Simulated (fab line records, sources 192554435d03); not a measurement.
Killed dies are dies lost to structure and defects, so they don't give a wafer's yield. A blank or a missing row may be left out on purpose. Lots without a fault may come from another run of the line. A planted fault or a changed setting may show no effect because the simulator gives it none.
Chamber matching | flow n5_finfet | N5_BEOL_M14_ETCH_59 on rie_diel-02: 4 sister chambers
The step etches BARC in N2/H2, target depth 89 nm, overetch 26.7 nm, time 67.9 s. 20 wafers are shown with their chamber, then 10 later ones without.

WAFERS WITH THEIR CHAMBER
wafer  | chamber | drypump_motor_current_A (A) | showerhead_plenum_p_Torr (Torr) | oes_product_au (a.u.)
L076.2 | 3       | 5.1                         | 2.63                            | 0.62
L076.3 | 2       | 5.5                         | 2.51                            | 0.61
L076.5 | 2       | 5.5                         | 2.51                            | 0.61
L075.4 | 3       | 5.1                         | 2.62                            | 0.61
L075.5 | 1       | 4.7                         | 2.55                            | 0.68
L075.6 | 2       | 5.5                         | 2.51                            | 0.61
L078.1 | 0       | 5.7                         | 2.61                            | 0.84
L078.3 | 1       | 4.6                         | 2.55                            | 0.67
L078.4 | 3       | 5.1                         | 2.62                            | 0.61
L082.2 | 0       | 5.7                         | 2.61                            | 0.79
L082.4 | 1       | 4.7                         | 2.54                            | 0.67
L082.5 | 3       | 5.1                         | 2.62                            | 0.60
L086.4 | 0       | 5.7                         | 2.61                            | 0.78
L086.5 | 0       | 5.6                         | 2.61                            | 0.77
L086.6 | 3       | 5.1                         | 2.61                            | 0.60
L087.2 | 3       | 5.1                         | 2.61                            | 0.60
L087.4 | 2       | 5.5                         | 2.50                            | 0.59
L087.5 | 2       | 5.5                         | 2.50                            | 0.59
L088.2 | 3       | 5.1                         | 2.61                            | 0.60
L088.3 | 2       | 5.5                         | 2.50                            | 0.59

SIGNATURES (means of the wafers above)
reading                  | chamber 0 | chamber 1 | chamber 2 | chamber 3 | scatter within a chamber
drypump_motor_current_A  | 5.675     | 4.667     | 5.500     | 5.100     | 0.0298
showerhead_plenum_p_Torr | 2.6100    | 2.5467    | 2.5050    | 2.6171    | 0.00591
oes_product_au           | 0.7950    | 0.6733    | 0.6000    | 0.6057    | 0.0157
Rule: a wafer's distance from a chamber is the root of the sum, over the readings, of the square of ((its reading less the chamber's mean) divided by the reading's scatter). The wafer belongs to the nearest chamber; if the next one is less than 2 further off, it can't be placed. The scatter: the root of (the sum of the squares of (reading less its chamber's mean) over the shown wafers, divided by (wafers less chambers)).

WAFERS WITHOUT THEIR CHAMBER
wafer  | drypump_motor_current_A (A) | showerhead_plenum_p_Torr (Torr) | oes_product_au (a.u.)
L088.5 | 5.1                         | 2.61                            | 0.60
L094.1 | 5.5                         | 2.49                            | 0.58
L094.2 | 4.7                         | 2.53                            | 0.65
L094.3 | 5.1                         | 2.61                            | 0.59
L097.1 | 4.7                         | 2.53                            | 0.64
L097.3 | 5.7                         | 2.59                            | 0.73
L097.6 | 5.6                         | 2.59                            | 0.73
L096.4 | 4.7                         | 2.53                            | 0.63
L096.5 | 5.1                         | 2.61                            | 0.86
L096.6 | 5.7                         | 2.59                            | 0.73

WHICH CHAMBER EACH WENT THROUGH
wafer  | from the rows above | in truth
L088.5 | 3                   | 3
L094.1 | 2                   | 2
L094.2 | 1                   | 1
L094.3 | 3                   | 3
L097.1 | 1                   | 1
L097.3 | 0                   | 0
L097.6 | 0                   | 0
L096.4 | 1                   | 1
L096.5 | 3                   | 3
L096.6 | 0                   | 0
Placed correctly: 10 of 10. Can't be placed from these rows: 0. Placed wrongly: 0.
